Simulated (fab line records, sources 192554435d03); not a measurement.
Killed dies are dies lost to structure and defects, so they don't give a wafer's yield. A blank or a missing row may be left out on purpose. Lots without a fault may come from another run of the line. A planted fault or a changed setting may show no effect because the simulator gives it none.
Chamber matching | flow n5_finfet | N5_SD_EPI_N_ETCH_45 on rie_diel-03: 4 sister chambers
The step etches SiOCN in CH3F/O2, target depth 6 nm. 14 wafers are shown with their chamber, then 7 later ones without.

WAFERS WITH THEIR CHAMBER
wafer  | chamber | drypump_motor_current_A (A) | throttle_valve_pct (%) | showerhead_plenum_p_Torr (Torr)
L075.3 | 1       | 5.8                         | 22.99                  | 1.98
L075.4 | 3       | 4.9                         | 23.39                  | 1.89
L075.6 | 0       | 5.0                         | 23.14                  | 2.03
L076.1 | 0       | 5.0                         | 23.12                  | 2.03
L076.5 | 1       | 5.8                         | 22.99                  | 1.98
L076.6 | 2       | 5.2                         | 23.65                  | 1.92
L079.1 | 3       | 4.8                         | 23.40                  | 1.89
L079.2 | 0       | 5.0                         | 23.15                  | 2.03
L079.3 | 1       | 5.8                         | 22.99                  | 1.98
L082.1 | 0       | 5.0                         | 23.15                  | 2.02
L082.2 | 3       | 4.9                         | 23.41                  | 1.88
L082.5 | 0       | 5.0                         | 23.17                  | 2.03
L084.2 | 1       | 5.8                         | 23.02                  | 1.97
L084.4 | 3       | 4.8                         | 23.41                  | 1.88

SIGNATURES (means of the wafers above)
reading                  | chamber 0 | chamber 1 | chamber 2 | chamber 3 | scatter within a chamber
drypump_motor_current_A  | 5.000     | 5.800     | 5.200     | 4.850     | 0.0316
throttle_valve_pct       | 23.1460   | 22.9975   | 23.6500   | 23.4025   | 0.0151
showerhead_plenum_p_Torr | 2.0280    | 1.9775    | 1.9200    | 1.8850    | 0.00505
Rule: a wafer's distance from a chamber is the root of the sum, over the readings, of the square of ((its reading less the chamber's mean) divided by the reading's scatter). The wafer belongs to the nearest chamber; if the next one is less than 2 further off, it can't be placed. The scatter: the root of (the sum of the squares of (reading less its chamber's mean) over the shown wafers, divided by (wafers less chambers)).

WAFERS WITHOUT THEIR CHAMBER
wafer  | drypump_motor_current_A (A) | throttle_valve_pct (%) | showerhead_plenum_p_Torr (Torr)
L084.6 | 4.8                         | 23.42                  | 1.88
L095.1 | 4.9                         | 23.01                  | 2.13
L095.5 | 4.8                         | 23.00                  | 2.13
L095.6 | 5.0                         | 23.19                  | 2.02
L097.1 | 5.0                         | 23.20                  | 2.01
L097.3 | 5.2                         | 23.70                  | 1.90
L097.5 | 5.0                         | 23.18                  | 2.01

WHICH CHAMBER EACH WENT THROUGH
wafer  | from the rows above | in truth
L084.6 | 3                   | 3
L095.1 | 0                   | 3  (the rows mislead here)
L095.5 | 0                   | 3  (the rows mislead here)
L095.6 | 0                   | 0
L097.1 | 0                   | 0
L097.3 | 2                   | 2
L097.5 | 0                   | 0
Placed correctly: 5 of 7. Can't be placed from these rows: 0. Placed wrongly: 2.
